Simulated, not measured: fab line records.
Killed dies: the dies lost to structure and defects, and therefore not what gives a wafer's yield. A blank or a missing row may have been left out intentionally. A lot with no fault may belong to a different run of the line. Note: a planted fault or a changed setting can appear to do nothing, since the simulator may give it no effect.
Matching of chambers ; flow nand-harc ; NHARC_A_STAIRCASE_TRIM_12 on rie-diel-07 has 4 sister chambers
The step chemistry O2, time 211.2 s. 4 wafers are shown with their chamber, then 11 later ones without.

## EACH WAFER AND ITS CHAMBER
wafer;chamber;drypump-motor-current-A (A)
L083.2;1;5.8
L088.3;3;5.7
L088.6;0;5.3
L090.2;2;6.3

## WAFERS MISSING THEIR CHAMBER
wafer;drypump-motor-current-A (A)
L090.4;5.3
L090.5;5.9
L093.1;5.8
L093.2;6.3
L093.6;5.8
L094.2;5.8
L094.5;6.3
L094.6;5.9
L097.3;5.8
L097.4;6.3
L097.6;5.7

## WHICH CHAMBER EACH WENT THROUGH
wafer;from the rows above;in truth
L090.4;0;0
L090.5;1;1
L093.1;1;1
L093.2;2;2
L093.6;1;1
L094.2;1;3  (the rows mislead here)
L094.5;2;2
L094.6;1;1
L097.3;1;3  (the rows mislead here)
L097.4;2;2
L097.6;3;3
Correctly placed: 9 of 11. Number that these rows cannot place: 0. Placed wrongly: 2.
How it was worked out, from the rows above alone: a wafer's distance from a chamber is the root of the sum, over the readings, of the square of ((its reading less the chamber's mean) divided by the reading's scatter). If the next closest chamber is less than 2 further off than the closest, the wafer can't be placed; otherwise it belongs to the closest. Each chamber's mean is taken over the wafers shown for it. The scatter: root of mean squared gap, hidden wafer to nearest shown wafer, with one shown wafer a chamber.
